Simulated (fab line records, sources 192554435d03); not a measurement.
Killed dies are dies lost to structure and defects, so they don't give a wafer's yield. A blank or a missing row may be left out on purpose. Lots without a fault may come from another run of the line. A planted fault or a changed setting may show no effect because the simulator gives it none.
Chamber matching | flow n5_finfet | N5_PASSIVATION_PECVD_35 on pecvd-04: 3 sister chambers
The step deposits SiNx from SiH4/NH3/N2, target thk 700 nm, time 151.3 s. 3 wafers are shown with their chamber, then 6 later ones without.

WAFERS WITH THEIR CHAMBER
wafer  | chamber | showerhead_plenum_p_Torr (Torr)
L286.3 | 2       | 8.70
L293.4 | 1       | 8.78
L293.5 | 0       | 8.59

WAFERS WITHOUT THEIR CHAMBER
wafer  | showerhead_plenum_p_Torr (Torr)
L300.1 | 8.59
L300.2 | 8.80
L300.5 | 8.68
L305.1 | 8.77
L305.2 | 8.60
L305.5 | 8.78

WHICH CHAMBER EACH WENT THROUGH
wafer  | from the rows above | in truth
L300.1 | 0                   | 0
L300.2 | 1                   | 1
L300.5 | 2                   | 2
L305.1 | 1                   | 1
L305.2 | 0                   | 0
L305.5 | 1                   | 1
Placed correctly: 6 of 6. Can't be placed from these rows: 0. Placed wrongly: 0.
How it was worked out, from the rows above alone: a wafer's distance from a chamber is the root of the sum, over the readings, of the square of ((its reading less the chamber's mean) divided by the reading's scatter). The wafer belongs to the nearest chamber; if the next one is less than 2 further off, it can't be placed. A chamber's mean is the mean of its shown wafers. The scatter: with one shown wafer a chamber, the root of the mean of the squares of how far each hidden wafer lies from its nearest shown one.
